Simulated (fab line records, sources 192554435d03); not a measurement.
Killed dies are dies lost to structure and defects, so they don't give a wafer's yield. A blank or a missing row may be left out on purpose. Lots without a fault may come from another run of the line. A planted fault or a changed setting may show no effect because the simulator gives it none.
Chamber matching | flow n5_finfet | N5_BEOL_M7_CURE_75 on uv_cure-02: 3 sister chambers
The step cures SiCOH lowk, time 120 s. 6 wafers are shown with their chamber, then 9 later ones without.

WAFERS WITH THEIR CHAMBER
wafer  | chamber | wafer_temp_C_max | lamp_power_pct (%)
L076.5 | 1       | 372.4            | 52.23
L076.6 | 1       | 372.1            | 52.27
L085.4 | 2       | 371.0            | 52.30
L085.5 | 2       | 371.1            | 52.34
L089.3 | 0       | 371.2            | 52.35
L089.5 | 0       | 371.7            | 52.31

WAFERS WITHOUT THEIR CHAMBER
wafer  | wafer_temp_C_max | lamp_power_pct (%)
L091.2 | 371.8            | 52.31
L091.4 | 372.6            | 52.34
L091.6 | 372.9            | 52.25
L097.3 | 371.5            | 52.30
L097.4 | 371.6            | 52.35
L097.5 | 371.1            | 52.24
L096.2 | 371.4            | 52.26
L096.4 | 371.5            | 52.29
L096.5 | 371.2            | 52.40

WHICH CHAMBER EACH WENT THROUGH
wafer  | from the rows above          | in truth
L091.2 | can't be placed: 0 or 1 or 2 | 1
L091.4 | can't be placed: 1 or 0      | 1
L091.6 | 1                            | 1
L097.3 | can't be placed: 0 or 2      | 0
L097.4 | can't be placed: 0 or 2      | 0
L097.5 | can't be placed: 2 or 0 or 1 | 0
L096.2 | can't be placed: 0 or 2 or 1 | 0
L096.4 | can't be placed: 0 or 2 or 1 | 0
L096.5 | can't be placed: 0 or 2      | 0
Placed correctly: 1 of 9. Can't be placed from these rows: 8 (the true chamber is among the candidates in 8). Placed wrongly: 0.
How it was worked out, from the rows above alone: a wafer's distance from a chamber is the root of the sum, over the readings, of the square of ((its reading less the chamber's mean) divided by the reading's scatter). The wafer belongs to the nearest chamber; if the next one is less than 2 further off, it can't be placed. A chamber's mean is the mean of its shown wafers. The scatter: the root of (the sum of the squares of (reading less its chamber's mean) over the shown wafers, divided by (wafers less chambers)).
